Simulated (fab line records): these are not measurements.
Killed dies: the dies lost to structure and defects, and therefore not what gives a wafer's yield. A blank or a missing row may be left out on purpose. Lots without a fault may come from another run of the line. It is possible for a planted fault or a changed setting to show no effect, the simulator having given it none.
Which tool did it?    flow nandHarc    route of 1302 steps, sampled at 1 step: 12 lots, 36 wafers

WHAT THE GAUGES SHOWED, per wafer
NHARC_A_SIN_REMOVE_INSPECT_04.
lot   measured      on                rawDefectCount
L075  day 20 22:19  defectInspect-02  515 404 443
L078  day 21 13:26  defectInspect-01  352 313 261
L079  day 22 22:13  defectInspect-02  654 615 490
L081  day 23 10:05  defectInspect-02  365 324 435
L083  day 24 08:33  defectInspect-02  499 341 412
L087  day 25 12:46  defectInspect-01  354 369 455
L086  day 25 18:01  defectInspect-02  366 379 381
L089  day 26 10:02  defectInspect-02  315 269 320
L090  day 27 12:04  defectInspect-02  331 442 439
L093  day 28 19:28  defectInspect-01  361 438 534
L094  day 29 03:27  defectInspect-01  426 423 417
L097  day 29 18:30  defectInspect-02  310 338 475

EACH LOT AND THE TOOL THAT RAN IT (in order: tool; ch and the chambers of the sampled wafers; start)
Before these readings, the record contains no process step.

THE ANSWER, worked out from the rows above alone
Rule: what is usual is taken from the lots themselves. Put in order of their means at a reading, lots are off if they are a third of the lots or fewer, leave a main group of 4 or more, and stand apart from it by a gap of 3 or more times the standard deviation of the main group's means; of several such gaps the widest counts. If all means in a main group match to the digits the tables above print for the reading, that group is not used. Also off: a lot with no number at a reading for which 4 or more lots have one. Where the step has rows for the other lots, those lots are counted as sound.
No lot is off at any reading shown: from this, nothing can be told.

WHAT WAS PUT IN BY THE SIMULATOR
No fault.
